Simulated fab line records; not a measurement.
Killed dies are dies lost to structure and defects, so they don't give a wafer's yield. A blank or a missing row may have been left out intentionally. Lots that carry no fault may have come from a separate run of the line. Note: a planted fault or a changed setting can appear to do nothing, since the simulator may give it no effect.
Which tool did it?    flow nand harc    Sampling: 12 lots, 36 wafers, 6 of 1302 route steps

WHAT THE GAUGES SHOWED, per wafer
NHARC_A_ONON_D2_THK_MEAS_30: measures by ellipsometry.
lot   measured      on             thk nm (nm)
L329  day 13 05:02  film metro-01  993 992 991
L330  day 14 08:08  film metro-01  1003 1004 1004
L332  day 14 02:52  film metro-01  993 994 994
L333  day 15 05:10  film metro-02  1004 1004 1006
L335  day 16 05:44  film metro-01  989 989 990
L341  day 18 15:18  film metro-01  658 986 989
L342  day 19 11:53  film metro-02  1005 1004 674
L343  day 19 11:53  film metro-01  1012 1010 1010
L346  day 20 15:31  film metro-01  994 994 997
L349  day 21 10:23  film metro-02  1009 1009 1007
L348  day 21 17:17  film metro-02  1015 1016 1016
L351  day 22 12:59  film metro-01  1001 1001 1000

NHARC_A_CHANNEL_HOLE_D2_CD_MEAS_10 targets a cd of 100 nm.
lot   measured      on         cd nm (nm)
L329  day 13 08:58  cd sem-03  99.3 99.4 99.2
L330  day 14 14:38  cd sem-03  99.9 99.9 100.0
L332  day 14 06:14  cd sem-02  100.1 100.6 99.8
L333  day 15 08:25  cd sem-01  99.7 100.3 100.5
L335  day 16 10:49  cd sem-02  101.1 100.4 100.5
L341  day 18 21:42  cd sem-03  100.3 100.2
L342  day 19 17:16  cd sem-02  99.5 99.7
L343  day 19 17:32  cd sem-03  99.6 99.4 100.3
L346  day 20 23:19  cd sem-03  99.4 99.1 99.0
L349  day 21 16:48  cd sem-01  100.6 100.3 99.7
L348  day 21 20:40  cd sem-03  99.6 99.6 99.5
L351  day 22 16:13  cd sem-03  100.8 100.5 100.6

NHARC_END_SORT_01.
lot   measured      on         killed at array  killed at other  killed at periphery  killed dies  killed open  killed short
L341  day 29 19:32  prober-01  673 43 48        1 0 0            3 6 3                677 49 51    5 3 1        5 1 1
L342  day 30 13:50  prober-01  46 31 675        2 0 0            2 2 2                50 33 677    1 1 4        3 5 0

WHAT TOOL EACH LOT RAN ON (gives the tool, then ch and the chambers of the sampled wafers, and finally the start)
lot   NHARC_A_DECK1_JOINT_ETCHBACK_07   NHARC_A_ONON_D2_DEP_28            NHARC_A_CHANNEL_HOLE_D2_DEP_00
L329  rie si-05 ch 1,2,3, day 11 01:34  pecvd onon-04 ch 0, day 13 04:35  acl dep-02 ch 0, day 13 06:38
L330  rie si-02 ch 1,2,3, day 12 01:51  pecvd onon-03 ch 0, day 14 07:38  acl dep-03 ch 0, day 14 12:06
L332  rie si-05 ch 1,2,3, day 12 08:59  pecvd onon-02 ch 0, day 14 02:25  acl dep-03 ch 0, day 14 03:47
L333  rie si-05 ch 0,1,3, day 13 04:22  pecvd onon-03 ch 0, day 15 04:43  acl dep-01 ch 0, day 15 06:05
L335  rie si-02 ch 1,2, day 14 03:53    pecvd onon-02 ch 0, day 16 05:13  acl dep-02 ch 0, day 16 08:08
L341  rie si-03 ch 1,2,3, day 16 04:20  pecvd onon-03 ch 0, day 18 14:52  acl dep-01 ch 0, day 18 19:41
L342  rie si-02 ch 0,2, day 17 11:15    pecvd onon-03 ch 0, day 19 11:29  acl dep-01 ch 0, day 19 15:20
L343  rie si-05 ch 0,2,3, day 17 14:28  pecvd onon-02 ch 0, day 19 11:23  acl dep-02 ch 0, day 19 14:54
L346  rie si-02 ch 0,2,3, day 18 15:58  pecvd onon-02 ch 0, day 20 15:04  acl dep-01 ch 0, day 20 21:07
L349  rie si-02 ch 0,2,3, day 19 12:13  pecvd onon-02 ch 0, day 21 09:53  acl dep-02 ch 0, day 21 14:13
L348  rie si-03 ch 2,3, day 19 15:40    pecvd onon-02 ch 0, day 21 16:50  acl dep-02 ch 0, day 21 18:16
L351  rie si-03 ch 0,2, day 20 09:14    pecvd onon-03 ch 0, day 22 12:29  acl dep-02 ch 0, day 22 13:36
- NHARC_A_DECK1_JOINT_ETCHBACK_07: etches the open film in HBr, target depth 105 nm, time 26.9 s.
- NHARC_A_ONON_D2_DEP_28: target thk 1000 nm.
- NHARC_A_CHANNEL_HOLE_D2_DEP_00: deposits aC, target thk 3100 nm.

WHAT THE TOOLS THEMSELVES READ (means of the sampled wafers that have a number; where no wafer has one, the mark that the record gives instead)
NHARC_A_DECK1_JOINT_ETCHBACK_07.
lot   tool       chamber pressure mTorr (mTorr)  drypump motor current A (A)  oes product au (a.u.)  throttle valve pct (%)
L329  rie si-05  15.003                          5.3                          1.001                  23.268
L330  rie si-02  15.011                          5.5                          0.992                  23.271
L332  rie si-05  15.003                          5.3                          0.999                  23.263
L333  rie si-05  14.996                          5.4                          1.001                  23.266
L335  rie si-02  14.982                          5.5                          1.005                  23.262
L341  rie si-03  14.997                          5.7                          1.005                  23.263
L342  rie si-02  15.002                          5.4                          1.002                  23.266
L343  rie si-05  15.006                          5.5                          0.993                  23.265
L346  rie si-02  14.999                          5.4                          1.007                  23.262
L349  rie si-02  14.996                          5.5                          1.009                  23.271
L348  rie si-03  15.007                          5.4                          0.994                  23.268
L351  rie si-03  14.994                          6.0                          0.996                  23.271

NHARC_A_ONON_D2_DEP_28.
lot   tool           n2 flow sccm (sccm)  n2o flow sccm (sccm)  nh3 flow sccm (sccm)
L329  pecvd onon-04  2768                 1997                  499.5
L330  pecvd onon-03  2743                 1997                  498.5
L332  pecvd onon-02  2746                 2005                  501.4
L333  pecvd onon-03  2765                 2006                  500.3
L335  pecvd onon-02  2753                 1998                  500.1
L341  pecvd onon-03  2751                 2001                  500.1
L342  pecvd onon-03  2755                 1997                  501.1
L343  pecvd onon-02  2758                 1998                  497.0
L346  pecvd onon-02  2762                 2000                  498.7
L349  pecvd onon-02  2738                 2002                  501.0
L348  pecvd onon-02  2745                 2004                  501.2
L351  pecvd onon-03  2753                 1998                  500.3

NHARC_A_CHANNEL_HOLE_D2_DEP_00.
lot   tool        throttle valve pct (%)
L329  acl dep-02  34.999
L330  acl dep-03  34.994
L332  acl dep-03  35.008
L333  acl dep-01  34.995
L335  acl dep-02  34.999
L341  acl dep-01  34.991
L342  acl dep-01  35.008
L343  acl dep-02  34.998
L346  acl dep-01  35.000
L349  acl dep-02  34.993
L348  acl dep-02  35.002
L351  acl dep-02  34.997

THE ANSWER, worked out from the rows above alone
Rule: what is usual is taken from the lots themselves. The widest of any qualifying gaps counts: lots, ordered by their means at a reading, are off when they make up no more than a third of the lots, leave a main group of 4 or more, and stand apart from it by 3 or more times the standard deviation of that group's means. A main group is skipped when, at the precision printed for the reading in the tables above, its means are all equal. A lot without any number at a reading at which 4 lots or more have one is off too. Where the step has rows for the other lots, those lots are counted as sound. First the gauges in route order, then the tools' own readings, where a lot's mean is used as printed above. The first step at which some lot is off is used, and at that step the reading that is off furthest; a lot without a number counts as furthest.
Off: L341, L342 (NHARC_A_ONON_D2_THK_MEAS_30, thk nm). The main group has a mean of 1001 nm with a standard deviation of 8.3.
A tool fits if, at a process step before that reading, it ran every lot that is off, and no sound lot after the first of them. The gauges at NHARC_A_ONON_D2_THK_MEAS_30 are tried like those tools. Not one of the candidates tried fits.

WHAT THE SIMULATOR PUT IN
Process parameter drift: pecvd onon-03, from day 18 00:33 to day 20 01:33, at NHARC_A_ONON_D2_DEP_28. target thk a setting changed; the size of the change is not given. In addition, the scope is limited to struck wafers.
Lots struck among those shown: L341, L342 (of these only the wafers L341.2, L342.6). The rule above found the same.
